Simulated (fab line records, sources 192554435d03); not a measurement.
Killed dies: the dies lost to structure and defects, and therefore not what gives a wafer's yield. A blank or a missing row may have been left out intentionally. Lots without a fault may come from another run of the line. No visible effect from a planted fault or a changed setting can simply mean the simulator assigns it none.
Chamber matching -- flow n5_finfet -- N5_BEOL_M11_STRIP_36 on rie_diel-03 has 4 sister chambers
The step strips in N2/H2. 14 wafers are shown with their chamber, then 7 later ones without.

WAFERS, EACH WITH ITS CHAMBER
wafer,chamber,showerhead_plenum_p_Torr (Torr),oes_product_au (a.u.),drypump_motor_current_A (A)
L074.1,0,2.63,0.70,5.3
L074.5,1,2.62,0.70,5.2
L074.6,0,2.63,0.69,5.3
L075.1,0,2.63,0.69,5.3
L075.2,1,2.62,0.69,5.2
L075.4,0,2.63,0.69,5.3
L079.4,1,2.61,0.69,5.1
L079.5,0,2.63,0.69,5.4
L079.6,3,2.55,0.84,5.1
L081.2,0,2.62,0.67,5.4
L081.4,3,2.55,0.82,5.1
L081.6,2,2.47,0.88,4.8
L086.1,1,2.61,0.68,5.2
L086.3,2,2.47,0.87,4.8

SIGNATURES (averages over the wafers above)
reading,chamber 0,chamber 1,chamber 2,chamber 3,scatter within a chamber
showerhead_plenum_p_Torr,2.6283,2.6150,2.4700,2.5500,0.00428
oes_product_au,0.6883,0.6900,0.8750,0.8300,0.00966
drypump_motor_current_A,5.333,5.175,4.800,5.100,0.0456
Rule: a wafer's distance from a chamber is the root of the sum, over the readings, of the square of ((its reading less the chamber's mean) divided by the reading's scatter). If the next closest chamber is less than 2 further off than the closest, the wafer can't be placed; otherwise it belongs to the closest. The scatter: take each reading less its chamber's mean, square it, sum over the shown wafers, divide by the number of wafers less the number of chambers, and take the root.

WAFERS WITH NO CHAMBER GIVEN
wafer,showerhead_plenum_p_Torr (Torr),oes_product_au (a.u.),drypump_motor_current_A (A)
L086.4,2.62,0.68,5.3
L091.3,2.61,0.68,5.2
L091.4,2.47,0.83,4.8
L091.6,2.47,0.85,4.8
L096.1,2.60,0.99,5.2
L096.3,2.46,0.84,4.8
L096.5,2.54,0.78,5.1

WHICH CHAMBER EACH WENT THROUGH
wafer,from the rows above,in truth
L086.4,can't be placed: 0 or 1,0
L091.3,1,1
L091.4,2,2
L091.6,2,2
L096.1,3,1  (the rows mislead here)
L096.3,2,2
L096.5,3,3
5 of 7 placed correctly. Not placeable from these rows: 1 (in 1, the candidates include the true chamber). Placed wrongly: 1.
